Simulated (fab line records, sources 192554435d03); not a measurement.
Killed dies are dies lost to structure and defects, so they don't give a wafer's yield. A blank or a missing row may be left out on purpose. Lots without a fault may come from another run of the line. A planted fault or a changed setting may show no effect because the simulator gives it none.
A struck lot beside a sound one | flow n5_finfet | 36 steps out of a route of 1938
Sound: wafers L398.1, L398.3, L398.5. Struck: wafer L392.3. (L392.5 of the same lot was not struck and is left out.) The cause comes at the end.
At each step with rows: each side's tool, then ch and its chambers, then its first start. Under that, the readings that differ: sound wafers | struck wafers | difference of the means | sigmas: that difference in standard deviations of wafers without a fault.
alike: readings whose means differ by less than 2 such deviations, and words and numbers that are the same on both sides. not compared: withheld readings, readings that some wafer has no value for, bounds like >300 that may hide the same value, and numbers for which the record gives no deviation and whose values overlap.
The two part at a step that has a row with sigmas, a row that says differs or no value, or rows on one side only. Numbers that don't overlap but have no deviation are shown without sigmas and don't part them. A reading that every wafer of one side lacks parts them only if that side has two wafers or more.

first, 9 steps without rows for these wafers: N5_PMOS_HMC_CHANNEL_EPI_EPI_26 (deposits Si from SiH4/H2, target thk 3.8 nm, time 22.7 s); N5_FIN_SAQP_PRECLEAN_42 (cleans in O3/DIW, time 60 s); N5_FIN_SAQP_PRECLEAN_00 (cleans in SC1, time 60 s); N5_FIN_SAQP_PRECLEAN_44 (cleans in SC2, time 45 s); N5_FIN_SAQP_SRD_01 (time 30 s); N5_FIN_SAQP_ALD_61 (deposits SiO2, target thk 4 nm, pulse time 1 s, purge time 2 s); N5_FIN_SAQP_DENSIFY_62 (time 60 s); N5_FIN_SAQP_HM_DEP_03 (deposits SiNx from SiH4/NH3/N2, target thk 38 nm, time 33.6 s); N5_FIN_SAQP_PECVD_47 (deposits a-Si from SiH4/He, target thk 45 nm, time 36.3 s).
N5_FIN_SAQP_PECVD_48: deposits SiNx from SiH4/NH3/N2, target thk 25 nm, time 22.1 s.
  sound on pecvd-01 ch 1,2, day 6 14:57; struck on pecvd-04 ch 1, day 5 05:19
  reading                                     | sound          | struck | difference | sigmas
  model.SiNx_of_FIN_SAQP_PECVD_48.thk_nm (nm) | 24.71 24.92 25 | 39.55  | +14.67     |
  alike: chamber_pressure_Torr, heater_power_w, showerhead_plenum_p_Torr, throttle_valve_pct
then, 24 steps without rows for these wafers: N5_FIN_SAQP_PECVD_06 (deposits a-Si from SiH4/He, target thk 60 nm, time 48.1 s); N5_FIN_SAQP_HM_DEP_72 (deposits SiO2 from SiH4/N2O, target thk 12 nm, time 7.2 s); N5_FIN_SAQP_COAT_49 (time 60 s, resist thk 100 nm); N5_FIN_SAQP_COAT_50 (time 60 s, resist thk 35 nm); N5_FIN_SAQP_COAT_10 (resist thk 90 nm); N5_FIN_SAQP_EBR_12; N5_FIN_SAQP_SOFTBAKE_11 (time 60 s); N5_FIN_SAQP_EXPOSE_13 (exposes mask FIN CORE, target cd 35.6 nm); N5_FIN_SAQP_PEB_14 (peb time 60 s); N5_FIN_SAQP_DEVELOP_15 (develop time 30 s); N5_FIN_SAQP_DESCUM_21 (chemistry O2, time 7.9 s); N5_FIN_SAQP_ETCH_51 (etches SiARC in CF4, target depth 45.5 nm, time 75.8 s); N5_FIN_SAQP_ETCH_52 (etches SOC in N2/H2, target depth 100 nm, overetch 20 nm, time 150 s); N5_FIN_SAQP_STRIP_53 (strips in N2/H2); N5_FIN_SAQP_HM_OPEN_73 (chemistry CHF3/O2, target SiO2, stops on a-Si, target depth 12 nm, time 16.8 s); N5_FIN_SAQP_STRIP_74 (strips in CHF3/O2); N5_FIN_SAQP_MANDREL_ETCH_22 (etches a-Si in HBr/Cl2, stops on SiNx, target depth 60 nm, bt time 10 s, time 30 s); N5_FIN_SAQP_STRIP_55 (strips in N2/H2); N5_FIN_SAQP_STRIP_23 (strips in SPM, time 750 s); N5_FIN_SAQP_SRD_66 (time 30 s); N5_FIN_SAQP_RECESS_75 (chemistry HF/NH3, target SiO2, target depth 14.4 nm, afs cycles 3, sublimation time 60 s); N5_FIN_SAQP_SPACER1_ALD_24 (deposits SiO2, target thk 20.3 nm, pulse time 1 s, purge time 2 s); N5_FIN_SAQP_SPACER1_ETCHBACK_25 (etches SiO2 in CHF3/O2, target depth 24.4 nm, time 12.2 s); N5_FIN_SAQP_MANDREL1_REMOVE_56 (chemistry HBr/Cl2/O2, target a-Si, stops on SiNx, bt time 10 s).
N5_FIN_SAQP_ETCH_57: etches SiNx in CH3F/O2, target depth 32.5 nm, time 46.4 s.
  sound on rie_diel-04 ch 0,2,3, day 6 17:40; struck on rie_diel-04 ch 2, day 5 08:09
  reading                  | sound          | struck | difference | sigmas
  etch_rf_on_time_s (s)    | 46.3 46.6 46.5 | 72.8   | +26.3      | +30
  model.etch.depth_nm (nm) | 24.71 24.92 25 | 39.55  | +14.67     |
  alike: bias_w, drypump_motor_current_A, mfc_ar_sccm, oes_product_au, rf_vpp_V, showerhead_plenum_p_Torr, throttle_valve_pct
  not compared: rf_hours_counter_h
-- the record jumps here: 6 days lie between the struck wafers' starts before and after (it left off in module FIN_SAQP and takes up again in module BEOL_M4, whose first step shown is number 1111 of the route) --
N5_BEOL_M4_RC_MEAS_101:
  sound on prober-01 ch 0, day 12 23:48; struck on prober-02 ch 0, day 11 08:07
  reading       | sound          | struck | difference | sigmas
  DIBL_N (mV/V) | 37.7 38.4 36.7 | 33.0   | -4.6       | -3
  SS_N (mV/dec) | 70.9 71.9 71.3 | 69.9   | -1.5       | -2
  alike: DIBL_P, IOFF_N, IOFF_P, ION_N, ION_P, SS_P, VT_N, VT_P

WHERE THEY PART
First at N5_FIN_SAQP_ETCH_57; last, within this record, at N5_BEOL_M4_RC_MEAS_101.

WHY: what the simulator had put in
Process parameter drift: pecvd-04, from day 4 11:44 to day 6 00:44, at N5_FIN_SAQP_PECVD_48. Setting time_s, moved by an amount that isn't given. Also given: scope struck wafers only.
